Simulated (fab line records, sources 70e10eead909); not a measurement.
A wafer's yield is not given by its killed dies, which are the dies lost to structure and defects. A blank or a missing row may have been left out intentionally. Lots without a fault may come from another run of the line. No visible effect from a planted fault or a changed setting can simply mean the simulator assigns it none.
fab line records	flow nand-harc
[record] lots = 6	wafers = 18	last-day = 24
route steps=1159 shown P_GATE@127 END@1159
lots with no fault: from the same line, run without faults
start-h: the number of hours between the record's first day and the start of the first shown wafer of the lot	wait-h: hours since the lot's step before	" repeats the value in the row above	L1.1+2: one row covering several wafers at once	- either no value or no given start	* or withheld: withheld	< > ~ a bound
route shown NAME@n: names a module that has steps shown in the file, with the first one's number in the route	usual: mean/standard deviation of fault-free wafers	same: alike in all rows	chamber/n: place in a boat	sites: per-site readings	_std_site: standard deviation of those values	_edge_site: mean of outer sites minus mean of inner sites	radius-mm: how far each site lies from the wafer's centre	mask NAME#n: copy n	behind: tool/chamber where the wafer was last shaped	hold: why the lot was held/for how many hours/how that ended	device: which transistor (n, p or np) failed to switch	end of line: the same wafers' tests at the end of the route	a step with no rows: only its recipe	killed: at the first sort, the dies lost to defects and structure; wafer yield is something else	map: shows each die of a wafer: x if killed, . if not, _ if none is there
set.NAME: the setting the step ran with; set.NAME@STEP: the setting that earlier step ran with	model.NAME: the simulator's own value behind a step, which no gauge read
lots seen at some steps along the route; tables by step, rows by wafer
services: a tool's chamber out of use, with start hour (start-h, from the record's first day; less than 0 if before it), hours out, and reason
[[steps]]
[step NHARC_P_GATE_PRECLEAN_71]
[recipe] time-s = *	temp-c = 50	bath-age-min = 0	chemistry = SC1
[step NHARC_P_GATE_SRD_72]
[step NHARC_P_GATE_OXIDE_16]
[recipe] target-thk-a = 30	temp-c = 875	ox-time-s = 392	material = SiO2
[step NHARC_P_GATE_CVD_17]
[recipe] target-thk-a = 1500	temp-c = 620	time-s = 900	material = poly-Si
[step NHARC_P_GATE_HM_DEP_102]
[recipe] target-thk-a = 1200	temp-c = 400	material = aC
[usual] throttle-valve-pct = 35.001/0.0092
lot.wafer	tool	chamber	start-h	wait-h	throttle-valve-pct
L917.1	acl-dep-02	0	124.96	4.8	35.007
L917.2	"	0	"	"	35.022
L917.6	"	0	"	"	35.008
L920.2	acl-dep-02	0	148.85	0.9	34.985
L920.4	"	0	"	"	34.997
L920.6	"	0	"	"	35.007
L919.1	acl-dep-03	0	149.21	1.3	34.993
L919.2	"	0	"	"	34.997
L919.5	"	0	"	"	34.998
L928.3	acl-dep-01	0	195.52	4.6	35.013
L928.4	"	0	"	"	35.013
L928.6	"	0	"	"	34.995
L931.2	acl-dep-01	0	209.42	3.1	35.015
L931.3	"	0	"	"	34.994
L931.4	"	0	"	"	35.020
L932.2	acl-dep-02	0	215.07	1.1	35.011
L932.3	"	0	"	"	34.997
L932.6	"	0	"	"	34.996
[step NHARC_P_GATE_DEP_103]
[recipe] target-thk-a = 300	target-thk-nm = 30	temp-c = 400	flow-sccm = 200	rf-w = 350	material = SiON
[usual] heater-power-w = 736/83
lot.wafer	tool	chamber	start-h	wait-h	heater-power-w
L917.1	pecvd-04	1	125.63	0.6	588
L917.2	"	2	"	"	726
L917.6	"	0	"	"	610
L920.2	pecvd-02	1	149.46	0.5	822
L920.4	"	2	"	"	818
L920.6	"	0	"	"	763
L919.2	pecvd-02	0	149.88	0.4	667
L919.1	"	1	"	"	788
L919.5	"	2	"	"	816
L928.3	pecvd-01	0	196.01	0.4	709
L928.6	"	2	"	"	807
L928.4	"	1	"	"	724
L931.3	pecvd-04	2	210.01	0.4	659
L931.2	"	0	"	"	648
L931.4	"	1	"	"	593
L932.2	pecvd-02	1	215.75	0.6	745
L932.3	"	0	"	"	753
L932.6	"	2	"	"	925
[step NHARC_P_GATE_DEHYDRATE_18]
[recipe] temp-c = 150	time-s = 120
[step NHARC_P_GATE_HMDS_19]
[recipe] time-s = 30
[step NHARC_P_GATE_COAT_20]
[recipe] spin-rpm = 1500	resist-thk-nm = 90
[step NHARC_P_GATE_SOFTBAKE_21]
[recipe] temp-c = 105	time-s = 55
[step NHARC_P_GATE_EBR_22]
[step NHARC_P_GATE_EXPOSE_23]
[recipe] na = 1.35	target-cd-nm = 120	dose-mj = 93.91	mask-id = P_GATE
[step NHARC_P_GATE_PEB_24]
[recipe] peb-temp-c = 100	peb-time-s = 65
[usual] heater-power-total-W = 156.6/0.4	plate-temp-C = 100.02/0.14
lot.wafer	tool	chamber	start-h	wait-h	heater-power-total-W	plate-temp-C
L917.1	litho-track-04	0	126.26	0.1	157.0	99.87
L917.2	"	0	"	"	157.1	100.05
L917.6	"	0	"	"	156.5	99.95
L920.2	litho-track-04	0	150.00	0.1	151.4	97.67
L920.4	"	0	"	"	151.3	97.65
L920.6	"	0	"	"	151.5	97.76
L919.1	litho-track-04	0	150.48	0.1	151.7	97.65
L919.2	"	0	"	"	150.7	97.48
L919.5	"	0	"	"	151.3	97.67
L928.3	litho-track-01	0	196.59	0.0	156.9	99.98
L928.4	"	0	"	"	156.7	99.87
L928.6	"	0	"	"	156.1	100.10
L931.2	litho-track-01	0	210.46	0.1	156.2	100.16
L931.3	"	0	"	"	156.9	100.16
L931.4	"	0	"	"	156.4	100.17
L932.2	litho-track-04	0	216.35	0.1	157.0	99.84
L932.3	"	0	"	"	156.2	100.00
L932.6	"	0	"	"	156.3	99.96
[step NHARC_P_GATE_DEVELOP_25]
[recipe] develop-time-s = 35	dev-temp-c = 23
[step NHARC_P_GATE_CD_MEAS_26]
[recipe] target-cd-nm = 120	landing-energy-ev = 500
[usual] cd-nm = 120.1/0.45
lot.wafer	tool	chamber	start-h	wait-h	cd-nm
L917.1	cd-sem-03	0	126.33	-	120.0
L917.2	"	0	"	"	120.7
L917.6	"	0	"	"	120.6
L920.2	cd-sem-01	0	150.08	-	129.7
L920.4	"	0	"	"	129.4
L920.6	"	0	"	"	129.4
L919.1	cd-sem-03	0	150.55	-	129.6
L919.2	"	0	"	"	129.8
L919.5	"	0	"	"	129.5
L928.3	cd-sem-01	0	196.67	-	119.5
L928.4	"	0	"	"	119.7
L928.6	"	0	"	"	118.8
L931.2	cd-sem-01	0	210.54	-	120.5
L931.3	"	0	"	"	120.8
L931.4	"	0	"	"	121.3
L932.2	cd-sem-01	0	216.43	-	119.2
L932.3	"	0	"	"	119.8
L932.6	"	0	"	"	119.9
[step NHARC_P_GATE_OVL_MEAS_27]
[usual] overlay-x-nm = 0.0/0.74	overlay-y-nm = 0.2/0.94
lot.wafer	tool	chamber	start-h	wait-h	overlay-x-nm	overlay-y-nm
L917.1	overlay-01	-	126.42	-	0.4	-0.7
L917.2	"	-	"	"	0.6	-1.2
L917.6	"	-	"	"	0.0	-0.9
L920.2	overlay-01	-	150.18	-	0.8	-2.3
L920.4	"	-	"	"	0.0	-2.0
L920.6	"	-	"	"	0.1	-2.4
L919.1	overlay-02	-	150.64	-	0.5	2.0
L919.2	"	-	"	"	0.1	1.7
L919.5	"	-	"	"	0.0	1.5
L928.3	overlay-02	-	196.76	-	-1.4	-0.7
L928.4	"	-	"	"	-1.3	0.0
L928.6	"	-	"	"	-1.4	-0.6
L931.2	overlay-01	-	210.63	-	-0.1	0.8
L931.3	"	-	"	"	-0.2	-0.3
L931.4	"	-	"	"	0.2	0.7
L932.2	overlay-02	-	216.52	-	-0.2	0.5
L932.3	"	-	"	"	-0.4	0.9
L932.6	"	-	"	"	-0.9	0.4
[step NHARC_P_GATE_INSPECT_28]
[usual] raw-defect-count = 6.1/2.6
lot.wafer	tool	chamber	start-h	wait-h	raw-defect-count
L917.1	defect-inspect-01	-	126.46	0.0	3
L917.2	"	-	"	"	6
L917.6	"	-	"	"	5
L920.2	defect-inspect-01	-	150.22	0.0	9
L920.4	"	-	"	"	6
L920.6	"	-	"	"	7
L919.1	defect-inspect-01	-	150.68	0.0	7
L919.2	"	-	"	"	10
L919.5	"	-	"	"	4
L928.3	defect-inspect-01	-	196.80	0.0	5
L928.4	"	-	"	"	5
L928.6	"	-	"	"	1
L931.2	defect-inspect-02	-	210.67	0.0	7
L931.3	"	-	"	"	5
L931.4	"	-	"	"	7
L932.2	defect-inspect-02	-	216.55	0.0	8
L932.3	"	-	"	"	7
L932.6	"	-	"	"	8
[step NHARC_P_GATE_DESCUM_31]
[recipe] time-s = 3	o2-flow-sccm = 200	ar-flow-sccm = 0	bias-power-w = 0	chemistry = O2
[usual] drypump-motor-current-A = 5.9/0.41	oes-product-au = 1.000/0.0078	rf-vpp-V = 57.8/0.87	showerhead-plenum-p-Torr = 1.90/0.078	throttle-valve-pct = 11.312/0.0087
[same] bias-power-w = 0
lot.wafer	tool	chamber	start-h	wait-h	drypump-motor-current-A	oes-product-au	rf-hours-counter-h	rf-vpp-V	showerhead-plenum-p-Torr	throttle-valve-pct	model.P_GATE.cd-nm
L917.2	rie-diel-03	2	126.53	0.1	6.2	1.001	15	56.7	1.80	11.323	120.8
L917.1	"	0	"	"	6.0	0.994	14	56.6	1.91	11.325	119.9
L917.6	"	2	"	"	6.2	1.002	-	56.6	1.80	11.317	120.2
L920.2	rie-diel-12	3	150.28	0.1	5.7	0.989	43	59.9	1.93	11.326	129.9
L920.4	"	2	"	"	5.1	0.989	39	58.3	1.84	11.310	129.4
L920.6	"	0	"	"	6.1	1.002	-	57.8	2.03	11.309	129.4
L919.2	rie-diel-03	3	150.76	0.1	6.5	0.996	18	58.8	1.90	11.292	129
L919.1	"	0	"	"	6.0	1.007	18	58.0	1.91	11.317	129.7
L919.5	"	2	"	"	6.2	0.993	-	58.2	1.80	11.327	129.6
L928.4	rie-diel-08	2	196.94	0.1	5.7	1.009	23	56.2	1.80	11.323	119.3
L928.3	"	3	"	"	4.8	1.011	24	57.0	1.82	11.298	119.9
L928.6	"	2	"	"	5.7	1.015	-	57.1	1.80	11.298	119.1
L931.2	rie-diel-03	0	210.73	0.1	6.0	1.012	30	57.1	1.90	11.310	120.2
L931.3	"	1	"	"	5.7	0.986	31	57.9	2.01	11.316	120.6
L931.4	"	3	"	"	6.5	1.005	31	57.5	1.90	11.308	120.7
L932.3	rie-diel-12	3	216.62	0.1	5.7	1.008	1	57.5	1.92	11.315	119.2
L932.2	"	1	"	"	6.0	0.998	1	58.7	1.90	11.319	119.4
L932.6	"	2	"	"	5.1	0.999	-	58.9	1.84	11.317	119.5
[step NHARC_P_GATE_ETCH_104]
[recipe] target-depth-a = 600	time-s = withheld	cf4-flow-sccm = 100	chf3-flow-sccm = 30	ar-flow-sccm = 0	rf-w = 500	bias-w = 200	chemistry = CF4/CHF3
[step NHARC_P_GATE_HM_OPEN_105]
[recipe] target-depth-a = 3600	o2-flow-sccm = 400	cos-flow-sccm = 20	ar-flow-sccm = 0	rf-w = 500	bias-w = 300	chemistry = O2/COS
[usual] drypump-motor-current-A = 5.9/0.44	oes-product-au = 1.002/0.0068	rf-vpp-V = 466.8/2.8	showerhead-plenum-p-Torr = 3.11/0.12	throttle-valve-pct = 28.330/0.0089
lot.wafer	tool	chamber	start-h	wait-h	drypump-motor-current-A	oes-product-au	rf-hours-counter-h	rf-vpp-V	showerhead-plenum-p-Torr	throttle-valve-pct
L917.2	rie-diel-03	0	-	-	6.0	0.999	15	466.5	3.11	28.344
L917.1	"	2	"	"	6.1	0.998	15	462.8	2.95	28.343
L917.6	"	0	"	"	6.0	1.001	-	466.4	3.11	28.343
L920.4	rie-diel-12	0	-	-	6.1	1.005	42	470.7	3.30	28.327
L920.2	"	2	"	"	5.1	1.004	39	466.0	3.01	28.325
L920.6	"	0	"	"	6.2	1.020	-	469.6	3.30	28.344
L919.2	rie-diel-03	3	-	-	6.6	1.004	18	464.9	3.11	28.325
L919.1	"	1	"	"	5.7	0.987	18	469.6	3.28	28.328
L919.5	"	3	"	"	6.6	1.005	-	467.2	3.11	28.310
L928.3	rie-diel-08	3	-	-	4.9	1.001	24	463.2	2.97	28.332
L928.4	"	1	"	"	5.8	0.997	23	467.7	3.13	28.328
L928.6	"	3	"	"	4.9	1.001	-	462.7	2.97	28.320
L931.3	rie-diel-03	3	-	-	6.5	0.998	31	466.0	3.10	28.340
L931.2	"	0	"	"	6.0	1.000	30	466.2	3.11	28.342
L931.4	"	2	"	"	6.2	0.998	30	462.9	2.94	28.340
L932.2	rie-diel-12	2	-	-	5.2	0.999	1	464.9	3.00	28.340
L932.3	"	3	"	"	5.7	1.007	1	467.4	3.14	28.326
L932.6	"	0	"	"	6.1	0.997	-	472.5	3.29	28.329
[step NHARC_P_GATE_STRIP_106]
[recipe] o2-flow-sccm = 400	cos-flow-sccm = 20	ar-flow-sccm = 0	bias-w = 0	chemistry = O2/COS
[step NHARC_P_GATE_ETCH_114]
[recipe] target-depth-a = 300	overetch-a = 30	time-s = 16.5	ion-energy-ev = 100	cf4-flow-sccm = 80	o2-flow-sccm = 20	ar-flow-sccm = 0	rf-w = 300	bias-w = 100	chemistry = CF4/O2
[usual] drypump-motor-current-A = 5.9/0.45	oes-product-au = 1.002/0.0069	rf-vpp-V = 197.6/1.3	showerhead-plenum-p-Torr = 1.33/0.052	throttle-valve-pct = 13.397/0.0098
lot.wafer	tool	chamber	start-h	wait-h	drypump-motor-current-A	oes-product-au	rf-hours-counter-h	rf-vpp-V	showerhead-plenum-p-Torr	throttle-valve-pct
L917.1	rie-diel-03	0	-	-	6.0	1.003	15	197.9	1.33	13.400
L917.2	"	1	"	"	5.7	1.004	15	198.3	1.41	13.381
L917.6	"	2	"	"	6.2	1.000	-	195.9	1.26	13.411
L920.4	rie-diel-12	0	-	-	6.1	1.011	42	199.2	1.41	13.399
L920.2	"	2	"	"	5.2	1.000	39	196.9	1.29	13.389
L920.6	"	0	"	"	6.1	1.006	-	199.8	1.41	13.403
L919.1	rie-diel-03	1	-	-	5.7	0.994	18	199.6	1.40	13.388
L919.2	"	2	"	"	6.2	1.011	18	196.2	1.26	13.401
L919.5	"	0	"	"	6.0	0.988	-	195.4	1.33	13.401
L928.3	rie-diel-08	2	-	-	5.7	1.012	23	197.0	1.26	13.398
L928.4	"	0	"	"	6.0	1.011	25	199.3	1.39	13.389
L928.6	"	3	"	"	4.9	1.002	-	195.4	1.27	13.398
L931.2	rie-diel-03	3	-	-	6.5	1.003	31	198.3	1.32	13.387
L931.4	"	0	"	"	6.0	1.012	30	196.6	1.33	13.405
L931.3	"	1	"	"	5.7	1.000	31	198.8	1.40	13.391
L932.3	rie-diel-12	2	-	-	5.1	0.993	1	196.9	1.28	13.397
L932.2	"	3	"	"	5.7	1.010	1	198.4	1.34	13.394
L932.6	"	0	"	"	6.1	1.013	-	199.2	1.41	13.391
[step NHARC_P_GATE_ETCH_32]
[recipe] target-depth-a = 1500	over-etch-frac = 1	over-etch-ion-energy-ev = 40	time-s = 100.1	hbr-flow-sccm = 150	cl2-flow-sccm = 50	rf-w = 400	icp-w = 400	bias-w = 100	chemistry = HBr/Cl2
[usual] drypump-motor-current-A = 5.5/0.35	oes-product-au = 1.001/0.0075	throttle-valve-pct = 26.405/0.0097
lot.wafer	tool	chamber	start-h	wait-h	drypump-motor-current-A	oes-product-au	rf-hours-counter-h	throttle-valve-pct	model.P_GATE.cd-nm
L917.1	rie-si-04	3	127.25	-	5.2	1.001	0.1	26.410	123.3
L917.2	"	1	"	"	4.8	1.017	0.2	26.405	123.9
L917.6	"	3	"	"	5.2	0.994	-	26.404	124.1
L920.2	rie-si-05	0	150.75	-	5.6	0.991	0.7	26.390	130.4
L920.4	"	2	"	"	5.9	0.993	0.7	26.399	129.8
L920.6	"	3	"	"	5.6	0.990	-	26.398	129.6
L919.1	rie-si-04	2	151.22	-	5.7	1.007	0.4	26.399	130.3
L919.2	"	3	"	"	5.2	1.000	0.4	26.410	131
L919.5	"	2	"	"	5.7	1.009	-	26.408	130.1
L928.4	rie-si-05	2	197.61	-	5.8	1.000	1.2	26.399	117.6
L928.3	"	3	"	"	5.6	0.996	1.3	26.398	117.6
L928.6	"	1	"	"	6.0	1.001	-	26.399	119.4
L931.4	rie-si-06	3	211.23	-	4.9	0.996	0.3	26.405	122.2
L931.2	"	1	"	"	5.8	0.996	0.3	26.394	121.2
L931.3	"	2	"	"	5.7	1.003	0.3	26.392	116.6
L932.2	rie-si-04	0	217.08	-	5.4	1.009	0.9	26.405	122.2
L932.3	"	2	"	"	5.6	1.011	1.0	26.413	121.3
L932.6	"	0	"	"	5.4	0.998	-	26.408	120.2
[step NHARC_P_GATE_STRIP_108]
[recipe] o2-flow-sccm = 500	ar-flow-sccm = 0	bias-w = 0	chemistry = O2
[usual] drypump-motor-current-A = 5.9/0.47	oes-product-au = 1.004/0.0066	rf-vpp-V = 57.7/0.86	showerhead-plenum-p-Torr = 3.50/0.13	throttle-valve-pct = 17.037/0.0089
lot.wafer	tool	chamber	start-h	wait-h	drypump-motor-current-A	oes-product-au	rf-hours-counter-h	rf-vpp-V	showerhead-plenum-p-Torr	throttle-valve-pct
L917.2	rie-diel-03	3	127.40	-	6.5	1.004	15	58.5	3.51	17.032
L917.1	"	1	"	"	5.7	0.999	15	58.4	3.71	17.008
L917.6	"	0	"	"	6.0	1.004	-	55.4	3.52	17.038
L920.2	rie-diel-12	3	150.90	-	5.7	0.991	43	57.4	3.55	17.052
L920.4	"	0	"	"	6.1	0.995	42	56.8	3.72	17.032
L920.6	"	0	"	"	6.1	0.991	-	59.7	3.72	17.019
L919.2	rie-diel-08	3	151.37	-	4.9	1.005	4	57.9	3.37	17.035
L919.1	"	0	"	"	6.0	0.990	5	56.2	3.67	17.028
L919.5	"	0	"	"	6.0	1.004	-	57.9	3.67	17.032
L928.3	rie-diel-03	0	197.77	-	6.0	1.010	27	59.0	3.51	17.023
L928.4	"	2	"	"	6.2	1.005	27	57.8	3.33	17.031
L928.6	"	3	"	"	6.5	1.008	-	57.5	3.50	17.039
L931.3	rie-diel-03	2	211.39	-	6.2	1.006	30	56.9	3.32	17.047
L931.2	"	0	"	"	6.0	1.002	30	57.8	3.51	17.045
L931.4	"	1	"	"	5.7	0.998	31	58.1	3.70	17.038
L932.3	rie-diel-12	2	217.24	-	5.2	0.990	1	57.7	3.40	17.050
L932.2	"	0	"	"	6.1	1.000	1	57.3	3.71	17.050
L932.6	"	2	"	"	5.2	0.996	-	57.2	3.40	17.030
[step NHARC_END_SORT_01]
[recipe] temp-c = 25
[usual] killed-at-array = 27/11	killed-at-other = 0.8/1.4	killed-at-periphery = 3.3/2	killed-dies = 31/11	killed-open = 3.4/1.8	killed-short = 2.1/1.3
[same] gross-dies = 677
lot.wafer	tool	chamber	start-h	wait-h	killed-at-array	killed-at-other	killed-at-periphery	killed-dies	killed-open	killed-short
L919.1	prober-02	0	496.84	2.5	11	1	3	15	5	2
L919.2	prober-02	0	497.63	2.8	15	1	2	18	2	0
L919.5	prober-02	0	500.00	3.7	14	1	2	17	3	1
L920.2	prober-01	0	497.61	2.8	39	0	3	42	1	5
L920.4	prober-01	0	499.21	3.4	38	0	3	41	3	2
L920.6	prober-01	0	500.81	4.0	36	1	3	40	3	2
// killed by level:class
L919.1 A_CHANNEL_HOLE_D1:chamber-film-flake=4 A_SGD_CUT:geometric-particle:open=2 P_M0:geometric-particle:open=1 A_WL_FILL:geometric-particle:short=1 A_WL_FILL:geometric-particle:open=1 A_CONTACT:geometric-particle:short=1 A_M0:geometric-particle:open=1 P_M1:chamber-film-flake=1
L920.2 A_CHANNEL_HOLE_D1:chamber-film-flake=12 A_SLIT:chamber-film-flake=9 A_STAIRCASE:chamber-film-flake=6 A_WL_FILL:chamber-film-flake=5 P_CONTACT:geometric-particle:short=1 A_ONON_D1:geometric-particle:short=1 A_CHANNEL_FILL_D1:geometric-particle:short=1 A_STAIRCASE:geometric-particle:short=1
L919.2 A_CONTACT:chamber-film-flake=6 A_STAIRCASE:chamber-film-flake=5 A_ONON_D1:geometric-particle:open=1 A_CHANNEL_FILL_D1:geometric-particle:open=1 P_GATE:chamber-film-flake=1 A_CHANNEL_HOLE_D1:chamber-film-flake=1 A_WL_FILL:chamber-film-flake=1 THIN_TSV:chamber-film-flake=1
L920.4 A_CHANNEL_HOLE_D1:chamber-film-flake=16 A_SLIT:chamber-film-flake=8 A_STAIRCASE:chamber-film-flake=5 A_WL_FILL:chamber-film-flake=3 A_CONTACT:geometric-particle:open=2 P_M0:geometric-particle:open=1 A_ONON_D1:geometric-particle:short=1 A_WL_FILL:geometric-particle:short=1
L919.5 A_STAIRCASE:chamber-film-flake=6 A_CHANNEL_HOLE_D1:chamber-film-flake=3 A_CONTACT:chamber-film-flake=2 P_CONTACT:geometric-particle:open=1 A_CONTACT:geometric-particle:open=1 A_CONTACT:geometric-particle:short=1 A_M0:geometric-particle:open=1 THIN_TSV:chamber-film-flake=1
L920.6 A_CHANNEL_HOLE_D1:chamber-film-flake=12 A_SLIT:chamber-film-flake=11 A_STAIRCASE:chamber-film-flake=4 A_WL_FILL:chamber-film-flake=4 P_M0:geometric-particle:open=1 A_ONON_D1:geometric-particle:open=1 A_CHANNEL_FILL_D1:geometric-particle:open=1 A_BLC:geometric-particle:short=1
[[services]]
tool	chamber	start-h	hours	kind
acl-dep-01	-	111.81	13.0	pm
rie-diel-12	2	113.53	6.6	repair
pecvd-02	1	114.90	4.8	repair
rie-diel-03	0	120.80	-	clean
rie-diel-03	1	120.80	-	clean
rie-diel-03	2	120.80	-	clean
rie-diel-03	3	120.80	-	clean
rie-diel-08	-	124.80	9.0	pm
rie-diel-12	3	138.02	3.7	repair
litho-track-04	-	141.00	7.0	pm
pecvd-02	-	153.00	13.0	pm
rie-diel-03	2	167.77	5.8	repair
acl-dep-02	-	168.37	13.0	pm
rie-diel-12	3	170.97	13.6	repair
rie-si-05	0	173.21	3.3	repair
rie-si-05	-	173.49	0.6	repair
rie-diel-03	-	177.99	0.4	repair
rie-diel-03	-	180.99	1.2	repair
rie-si-06	-	183.00	9.0	pm
pecvd-04	-	195.13	13.0	pm
rie-diel-12	2	200.30	15.2	repair
rie-diel-12	-	202.84	9.0	pm
rie-si-04	0	208.14	6.0	repair
rie-diel-03	-	215.30	9.0	pm
[[key]]
[first-sign] step = NHARC_P_GATE_PEB_24	reading = plate-temp-C	direction = down	sigmas = 17	usual = *	struck = *
[effect] step = NHARC_P_GATE_PEB_24	reading = heater-power-total-W	direction = down	sigmas = 13	usual = *	struck = *
[effect] step = NHARC_P_GATE_CD_MEAS_26	reading = cd-nm	direction = up	sigmas = 21	usual = 120.1	struck = 129.6
[model-effect] step = NHARC_P_GATE_DESCUM_31	value = P_GATE.cd-nm	without = 120	struck = 129.5
[model-effect] step = NHARC_P_GATE_ETCH_32	value = P_GATE.cd-nm	without = 120.7	struck = 130.2
met-at NHARC_P_GATE_PEB_24
struck-wafers L919.1,L919.2,L919.5,L920.2,L920.4,L920.6
tester-left-out L919,L920
onset-between 126.26 150.00
[fault] kind = process-parameter-drift	tool = litho-track-04	chamber = -	onset-h = 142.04	steps = NHARC_P_GATE_PEB_24	channel = peb-temp-c	offset = *	shape = step	end-h = 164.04	acts-in = *	stated = *
// tester-left-out: of these lots the tester's yield and bins aren't shown, on N5 and GAA mostly nor the transistor test; their killed dies are dies lost to structure and defects alone, not to doping, threshold or leakage, so they don't give the yield
